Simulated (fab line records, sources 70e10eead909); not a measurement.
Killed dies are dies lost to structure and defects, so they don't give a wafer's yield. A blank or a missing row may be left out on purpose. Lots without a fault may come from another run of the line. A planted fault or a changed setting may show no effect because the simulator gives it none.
Chamber matching | flow nand_harc | NHARC_P_M1_ETCH_35 on rie_diel-06: 4 sister chambers
The step etches the open film in N2/H2, target depth 40 nm, overetch 12 nm, time 43.94 s. 8 wafers are shown with their chamber, then 8 later ones without.

WAFERS WITH THEIR CHAMBER
wafer  | chamber | drypump_motor_current_A (A) | showerhead_plenum_p_Torr (Torr)
L080.1 | 1       | 5.8                         | 2.16
L080.4 | 0       | 6.5                         | 1.96
L081.5 | 2       | 6.2                         | 2.16
L081.6 | 3       | 5.3                         | 2.16
L089.3 | 2       | 6.1                         | 2.15
L089.5 | 0       | 6.5                         | 1.96
L089.6 | 1       | 5.8                         | 2.16
L090.3 | 3       | 5.3                         | 2.15

WAFERS WITHOUT THEIR CHAMBER
wafer  | drypump_motor_current_A (A) | showerhead_plenum_p_Torr (Torr)
L090.4 | 6.2                         | 2.15
L090.6 | 5.8                         | 2.16
L093.3 | 6.2                         | 2.15
L093.4 | 5.8                         | 2.16
L093.5 | 5.3                         | 2.15
L095.4 | 5.3                         | 2.15
L095.5 | 6.2                         | 2.15
L095.6 | 5.8                         | 2.16

WHICH CHAMBER EACH WENT THROUGH
wafer  | from the rows above | in truth
L090.4 | 2                   | 2
L090.6 | 1                   | 1
L093.3 | 2                   | 2
L093.4 | 1                   | 1
L093.5 | 3                   | 3
L095.4 | 3                   | 3
L095.5 | 2                   | 2
L095.6 | 1                   | 1
Placed correctly: 8 of 8. Can't be placed from these rows: 0. Placed wrongly: 0.
How it was worked out, from the rows above alone: a wafer's distance from a chamber is the root of the sum, over the readings, of the square of ((its reading less the chamber's mean) divided by the reading's scatter). The wafer belongs to the nearest chamber; if the next one is less than 2 further off, it can't be placed. A chamber's mean is the mean of its shown wafers. The scatter: the root of (the sum of the squares of (reading less its chamber's mean) over the shown wafers, divided by (wafers less chambers)).
